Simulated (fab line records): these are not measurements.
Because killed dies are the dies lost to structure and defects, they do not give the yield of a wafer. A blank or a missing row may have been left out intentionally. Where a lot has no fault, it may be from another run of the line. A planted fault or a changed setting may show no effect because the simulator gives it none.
Split-lot study -- flow n5_finfet -- 7 lots, 21 wafers read, on a route of 1938 steps

ABOUT THE SPLIT
At N5_SD_EPI_N_COAT_33 (time 60 s, resist thk 35 nm), the setting spin_rpm was moved away from the recipe's 1500 rpm on 5 of the 21 wafers read, by -6.2% to +7.1%. This setting was run at the recipe's value on the other wafers.

FROM THE SPLIT TO THE READING: what the file shows between them, 4 steps
- N5_SD_EPI_N_PEB_07: peb time 60 s (also split here: peb_time_s)
- N5_SD_EPI_N_DEVELOP_08: develop time 30 s
- N5_SD_EPI_N_CD_MEAS_09: target cd 120 nm
- N5_SD_EPI_N_DESCUM_14: chemistry O2, time 7.9 s

THE READING
CAR-ArF-block_of_SD_EPI_N_COAT_03.thk_nm (the simulator's own value, which no gauge read), in nm, at N5_SD_EPI_N_ETCH_34 (etches SiARC in CF4, target depth 45.5 nm, time 75.8 s). There is no usual value for it anywhere in the file. Across the 16 wafers here that went through the recipe, the average is 111.4 nm and the standard deviation 0.61 nm.

wafer,"tool, chamber at the split","spin_rpm as run, rpm",against the recipe,"CAR-ArF-block_of_SD_EPI_N_COAT_03.thk_nm, nm",against lot-mates on the recipe
L077.1,"litho_track-05, 0",1500,recipe,111.4,-
L077.2,"litho_track-05, 0",1500,recipe,111.8,-
L077.3,"litho_track-05, 0",1567,+4.5%,112,+0.4
L081.1,"litho_track-04, 0",1500,recipe,111.6,-
L081.4,"litho_track-04, 0",1500,recipe,111.2,-
L081.5,"litho_track-04, 0",1500,recipe,111.8,-
L084.4,"litho_track-03, 0",1607,+7.1%,113.4,+1.0
L084.5,"litho_track-03, 0",1607,+7.1%,113.4,+1.0
L084.6,"litho_track-03, 0",1500,recipe,112.4,-
L086.1,"litho_track-03, 0",1500,recipe,112,-
L086.3,"litho_track-03, 0",1500,recipe,112,-
L086.5,"litho_track-03, 0",1500,recipe,112.2,-
L088.4,"litho_track-04, 0",1500,recipe,110.4,-
L088.5,"litho_track-04, 0",1500,recipe,110.4,-
L088.6,"litho_track-04, 0",1571,+4.7%,111.2,+0.8
L091.1,"litho_track-04, 0",1500,recipe,110.8,-
L091.2,"litho_track-04, 0",1500,recipe,110.8,-
L091.5,"litho_track-04, 0",1500,recipe,110.8,-
L094.1,"litho_track-05, 0",1500,recipe,111,-
L094.3,"litho_track-05, 0",1407,-6.2%,110,-1.2
L094.5,"litho_track-05, 0",1500,recipe,111.4,-

FIT RESULTS
A straight line over all 21 wafers: CAR-ArF-block_of_SD_EPI_N_COAT_03.thk_nm changes by +0.219 nm for each +1% of spin_rpm; r = +0.71; the points scatter about the line by 0.65 nm.
The same after taking each lot's own level away (the mean of its wafers on the recipe; 21 wafers): +0.152 nm for each +1%; r = +0.94; scatter 0.17 nm.
Per that fit: largest spin_rpm move, reading shift of 1.1 nm.
Across the lots, their own levels run from 110.40 to 112.40 nm, a range of 3.3 times the standard deviation given above.
So the lot-to-lot level blurs the effect unless lot-mates are compared.
Check: for one of the wafers moved furthest among these (+7.1%), held out of the fit, the line's prediction against its lot-mates is +1.08 nm. It came out at +1 nm against them.

OTHER SPLITS APPLIED TO THESE WAFERS
Before the reading, these wafers also passed through other splits. Each is held against what the fit with the lots' levels taken away leaves over:
other split on the same wafers,wafers away from the commonest value,r with CAR-ArF-block_of_SD_EPI_N_COAT_03.thk_nm (lot level and that fit taken away)
N5_WELL_APT_EXPOSE_05 dose_mj,4,-0.13
N5_WELL_APT_DEVELOP_07 develop_time_s,6,-0.23
N5_FIN_SAQP_PECVD_06 time_s,11,-0.12
N5_DUMMY_GATE_COAT_09 spin_rpm,5,+0.01
N5_SD_EPI_N_PEB_07 peb_time_s,9,+0.50

THE WHOLE CHAIN: every reading that the file lists as answering this split, in the file's order
step,what it does,reading,change (the file's fit),r (the file's)
N5_SD_EPI_N_COAT_33,"time 60 s, resist thk 35 nm","SiARC_of_SD_EPI_N_COAT_33.thk_nm (the simulator's own value, which no gauge read)",-0.167 nm for each +1% of the setting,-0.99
N5_SD_EPI_N_ETCH_34,"etches SiARC in CF4, target depth 45.5 nm, time 75.8 s","etch.depth_nm (the simulator's own value, which no gauge read)",-0.172 nm for each +1% of the setting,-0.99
N5_SD_EPI_N_ETCH_34,"etches SiARC in CF4, target depth 45.5 nm, time 75.8 s","CAR-ArF-block_of_SD_EPI_N_COAT_03.thk_nm (the simulator's own value, which no gauge read)",+0.153 nm for each +1% of the setting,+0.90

THE FILE'S OWN FIT
CAR-ArF-block_of_SD_EPI_N_COAT_03.thk_nm changes by +0.153 nm for each +1% of spin_rpm, r = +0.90.
